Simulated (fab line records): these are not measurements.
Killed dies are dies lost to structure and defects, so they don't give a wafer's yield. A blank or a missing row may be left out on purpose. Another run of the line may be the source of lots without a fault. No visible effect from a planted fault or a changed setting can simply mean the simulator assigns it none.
Chamber matching | flow n5_finfet | pecvd-02 running N5_BEOL_M13_DEP_53: 3 sister chambers
The step deposits SiCN from 3MS/NH3, target thk 50 nm, time 17.8 s. 22 wafers are shown with their chamber, then 11 later ones without.

EACH WAFER AND ITS CHAMBER
wafer  | chamber | throttle_valve_pct (%) | showerhead_plenum_p_Torr (Torr)
L074.1 | 2       | 16.6                   | 4.180
L074.2 | 1       | 20.4                   | 4.159
L074.3 | 2       | 16.5                   | 4.189
L075.1 | 2       | 16.4                   | 4.198
L075.4 | 2       | 16.4                   | 4.198
L075.5 | 1       | 20.4                   | 4.156
L084.1 | 2       | 16.3                   | 4.187
L084.2 | 0       | 18.0                   | 4.149
L084.5 | 2       | 16.4                   | 4.184
L089.1 | 0       | 18.3                   | 4.129
L089.2 | 1       | 20.2                   | 4.152
L089.5 | 0       | 18.1                   | 4.126
L090.1 | 2       | 16.7                   | 4.178
L090.4 | 1       | 20.2                   | 4.155
L090.5 | 2       | 16.6                   | 4.192
L091.3 | 1       | 20.0                   | 4.160
L091.4 | 1       | 20.4                   | 4.155
L091.5 | 2       | 16.7                   | 4.188
L094.1 | 0       | 18.4                   | 4.140
L094.2 | 1       | 20.4                   | 4.152
L094.4 | 0       | 18.3                   | 4.141
L092.1 | 1       | 20.2                   | 4.152

SIGNATURES (averages over the wafers above)
reading                  | chamber 0 | chamber 1 | chamber 2 | scatter within a chamber
throttle_valve_pct       | 18.220    | 20.275    | 16.511    | 0.151
showerhead_plenum_p_Torr | 4.13700   | 4.15512   | 4.18822   | 0.00657
Rule: for a wafer and a chamber, the distance is found by dividing, reading by reading, the gap between the wafer's reading and the chamber's mean by the reading's scatter, squaring, summing and taking the root. If the next closest chamber is less than 2 further off than the closest, the wafer can't be placed; otherwise it belongs to the closest. The scatter is the square root of a quotient: the sum, over the shown wafers, of each reading's squared deviation from its chamber's mean, divided by wafers minus chambers.

WAFERS WHOSE CHAMBER IS MISSING
wafer  | throttle_valve_pct (%) | showerhead_plenum_p_Torr (Torr)
L092.3 | 18.5                   | 4.133
L092.5 | 18.5                   | 4.143
L095.1 | 20.5                   | 4.154
L095.2 | 16.7                   | 4.182
L095.3 | 18.1                   | 4.129
L095.4 | 16.5                   | 4.184
L095.5 | 18.1                   | 4.136
L095.6 | 20.3                   | 4.150
L097.2 | 18.5                   | 4.136
L097.4 | 16.6                   | 4.187
L097.6 | 20.3                   | 4.159

EACH ONE'S CHAMBER
wafer  | from the rows above | in truth
L092.3 | 0                   | 0
L092.5 | 0                   | 0
L095.1 | 1                   | 1
L095.2 | 2                   | 2
L095.3 | 0                   | 0
L095.4 | 2                   | 2
L095.5 | 0                   | 0
L095.6 | 1                   | 1
L097.2 | 0                   | 0
L097.4 | 2                   | 2
L097.6 | 1                   | 1
Placed correctly: 11 of 11. Left unplaced by these rows: 0. Wrongly placed: 0.
